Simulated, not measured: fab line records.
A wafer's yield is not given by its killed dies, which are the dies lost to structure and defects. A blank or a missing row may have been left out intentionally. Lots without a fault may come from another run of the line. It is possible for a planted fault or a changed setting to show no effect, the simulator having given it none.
Matching of chambers ; flow n5_finfet ; N5_BEOL_M6_DESCUM_16 on rie_diel-04: 4 sister chambers
The step chemistry O2, time 7.9 s. 16 wafers are shown with their chamber, then 8 later ones without.

WAFERS, EACH WITH ITS CHAMBER
wafer;chamber;showerhead_plenum_p_Torr (Torr);throttle_valve_pct (%);oes_product_au (a.u.)
L108.1;3;2.01;20.73;0.72
L108.2;1;2.12;20.62;0.86
L108.4;3;2.01;20.75;0.73
L110.2;2;2.16;20.54;0.71
L110.3;1;2.12;20.61;0.85
L110.5;3;2.01;20.72;0.73
L115.1;2;2.16;20.56;0.70
L115.5;2;2.16;20.57;0.69
L115.6;1;2.12;20.62;0.84
L117.2;3;2.00;20.75;0.72
L117.4;0;2.18;20.53;0.74
L117.5;1;2.12;20.63;0.84
L118.2;2;2.16;20.58;0.69
L118.5;1;2.12;20.64;0.83
L118.6;0;2.17;20.51;0.73
L119.2;3;2.00;20.75;0.70

SIGNATURES, as means of the wafers listed above
reading;chamber 0;chamber 1;chamber 2;chamber 3;scatter within a chamber
showerhead_plenum_p_Torr;2.1750;2.1200;2.1600;2.0060;0.00376
throttle_valve_pct;20.5200;20.6240;20.5625;20.7400;0.0141
oes_product_au;0.7350;0.8440;0.6975;0.7200;0.011
Rule: a wafer lies at a distance from a chamber equal to the root of the sum of squares, over the readings, of (its reading less the chamber's mean, divided by the reading's scatter). The wafer belongs to the nearest chamber; if the next one is less than 2 further off, it can't be placed. How the scatter is found: for the shown wafers, subtract from each reading the mean of its chamber, square and add these, divide the total by (wafers less chambers), then take the root.

WAFERS MISSING THEIR CHAMBER
wafer;showerhead_plenum_p_Torr (Torr);throttle_valve_pct (%);oes_product_au (a.u.)
L119.3;2.11;20.67;0.82
L119.4;2.15;20.60;0.68
L123.1;2.00;20.78;0.70
L123.3;2.17;20.57;0.74
L123.4;2.15;20.58;0.68
L128.1;2.17;20.57;0.71
L128.4;2.11;20.70;0.81
L128.6;2.11;20.66;0.81

THE CHAMBER EACH PASSED THROUGH
wafer;from the rows above;in truth
L119.3;1;1
L119.4;2;2
L123.1;3;3
L123.3;can't be placed: 0 or 2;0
L123.4;2;2
L128.1;can't be placed: 2 or 0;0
L128.4;1;1
L128.6;1;1
Correct placement for 6 of the 8. These rows do not allow placing 2 (true chamber among the candidates in 2). Wrongly placed: 0.
